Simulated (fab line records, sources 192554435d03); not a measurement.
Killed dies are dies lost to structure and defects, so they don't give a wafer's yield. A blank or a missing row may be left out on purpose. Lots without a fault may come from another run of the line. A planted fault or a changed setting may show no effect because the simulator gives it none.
Chamber matching | flow n5_finfet | N5_PMOS_HMC_CHANNEL_EPI_HM_DEP_34 on pecvd-04: 3 sister chambers
The step deposits SiO2 from TEOS/O2, target thk 36 nm, time 6.9 s. 14 wafers are shown with their chamber, then 7 later ones without.

WAFERS WITH THEIR CHAMBER
wafer  | chamber | throttle_valve_pct (%) | showerhead_plenum_p_Torr (Torr) | heater_power_w (W)
L074.1 | 0       | 17.4                   | 8.36                            | 509
L074.2 | 1       | 20.5                   | 8.41                            | 620
L074.3 | 2       | 17.8                   | 8.38                            | 521
L075.3 | 0       | 17.2                   | 8.34                            | 510
L075.4 | 2       | 17.8                   | 8.37                            | 502
L075.6 | 2       | 17.7                   | 8.38                            | 500
L077.3 | 2       | 17.8                   | 8.37                            | 470
L077.4 | 0       | 17.4                   | 8.36                            | 437
L077.6 | 0       | 16.9                   | 8.36                            | 437
L086.1 | 1       | 20.7                   | 8.38                            | 497
L086.3 | 2       | 17.8                   | 8.36                            | 530
L086.4 | 1       | 20.5                   | 8.40                            | 532
L090.1 | 1       | 20.5                   | 8.40                            | 589
L090.4 | 1       | 20.6                   | 8.38                            | 572

SIGNATURES (means of the wafers above)
reading                  | chamber 0 | chamber 1 | chamber 2 | scatter within a chamber
throttle_valve_pct       | 17.225    | 20.560    | 17.780    | 0.137
showerhead_plenum_p_Torr | 8.3550    | 8.3940    | 8.3720    | 0.0109
heater_power_w           | 473.25    | 562.00    | 504.60    | 39
Rule: a wafer's distance from a chamber is the root of the sum, over the readings, of the square of ((its reading less the chamber's mean) divided by the reading's scatter). The wafer belongs to the nearest chamber; if the next one is less than 2 further off, it can't be placed. The scatter: the root of (the sum of the squares of (reading less its chamber's mean) over the shown wafers, divided by (wafers less chambers)).

WAFERS WITHOUT THEIR CHAMBER
wafer  | throttle_valve_pct (%) | showerhead_plenum_p_Torr (Torr) | heater_power_w (W)
L090.6 | 18.1                   | 8.37                            | 495
L095.2 | 17.4                   | 8.36                            | 442
L095.5 | 18.1                   | 8.36                            | 548
L095.6 | 20.1                   | 8.38                            | 585
L097.2 | 20.6                   | 8.38                            | 543
L097.3 | 17.2                   | 8.36                            | 491
L097.5 | 18.3                   | 8.36                            | 527

WHICH CHAMBER EACH WENT THROUGH
wafer  | from the rows above     | in truth
L090.6 | 2                       | 2
L095.2 | can't be placed: 0 or 2 | 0
L095.5 | 2                       | 2
L095.6 | 1                       | 1
L097.2 | 1                       | 1
L097.3 | 0                       | 0
L097.5 | 2                       | 2
Placed correctly: 6 of 7. Can't be placed from these rows: 1 (the true chamber is among the candidates in 1). Placed wrongly: 0.
